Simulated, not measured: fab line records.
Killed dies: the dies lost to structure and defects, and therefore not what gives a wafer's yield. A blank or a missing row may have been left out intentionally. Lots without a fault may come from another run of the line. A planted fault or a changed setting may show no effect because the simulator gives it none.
Matching of chambers	flow n5Finfet	N5_BEOL_M6_CURE_75 on uvCure-03 has 3 sister chambers
The step cures SiCOH lowk, time 120 s. 27 wafers are shown with their chamber, then 12 later ones without.

== EACH WAFER AND ITS CHAMBER ==
wafer	chamber	wafer_temp_C_max	lampPowerPct (%)
L074.1	1	372.3	52.30
L074.2	1	372.7	52.34
L074.5	1	373.3	52.31
L076.2	1	372.0	52.36
L076.3	1	372.0	52.30
L076.5	1	372.4	52.26
L077.1	2	371.6	52.28
L077.4	2	371.8	52.20
L077.5	2	371.9	52.28
L080.1	2	372.1	52.34
L080.5	2	371.5	52.26
L080.6	2	371.8	52.25
L079.1	0	372.8	52.34
L079.4	0	372.1	52.29
L079.5	0	372.0	52.32
L079.2	0	372.5	52.35
L079.3	0	371.5	52.34
L079.6	0	372.5	52.32
L082.2	2	372.6	52.26
L082.4	2	371.1	52.35
L082.5	2	371.6	52.39
L084.1	2	371.7	52.19
L084.2	2	371.9	52.33
L084.4	2	371.4	52.26
L088.4	0	372.6	52.26
L088.5	0	372.3	52.27
L088.6	0	372.3	52.32

SIGNATURES, as means of the wafers listed above
reading	chamber 0	chamber 1	chamber 2	scatter within a chamber
wafer_temp_C_max	372.289	372.450	371.750	0.406
lampPowerPct	52.3122	52.3117	52.2825	0.0474
Rule: for a wafer and a chamber, the distance is found by dividing, reading by reading, the gap between the wafer's reading and the chamber's mean by the reading's scatter, squaring, summing and taking the root. The wafer belongs to the nearest chamber; if the next one is less than 2 further off, it can't be placed. The scatter is the square root of a quotient: the sum, over the shown wafers, of each reading's squared deviation from its chamber's mean, divided by wafers minus chambers.

== WAFERS WITHOUT THEIR CHAMBER ==
wafer	wafer_temp_C_max	lampPowerPct (%)
L096.2	372.6	52.25
L096.4	372.6	52.31
L096.6	372.3	52.35
L090.1	371.8	52.34
L090.3	371.5	52.32
L090.5	372.5	52.33
L090.2	372.4	52.34
L090.4	371.7	52.34
L090.6	371.8	52.33
L095.3	372.1	52.30
L095.4	372.0	52.31
L095.6	372.1	52.35

== WHICH CHAMBER EACH ONE RAN IN ==
wafer	from the rows above	in truth
L096.2	can't be placed: 1 or 0 or 2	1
L096.4	can't be placed: 1 or 0 or 2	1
L096.6	can't be placed: 0 or 1 or 2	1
L090.1	can't be placed: 2 or 0 or 1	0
L090.3	can't be placed: 2 or 0 or 1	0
L090.5	can't be placed: 1 or 0 or 2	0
L090.2	can't be placed: 1 or 0 or 2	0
L090.4	can't be placed: 2 or 0 or 1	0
L090.6	can't be placed: 2 or 0 or 1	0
L095.3	can't be placed: 0 or 1 or 2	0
L095.4	can't be placed: 0 or 2 or 1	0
L095.6	can't be placed: 0 or 1 or 2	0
Placed correctly: 0 of 12. Cannot be placed on the basis of these rows: 12; the candidates contain the true chamber in 12. 0 placed wrongly.
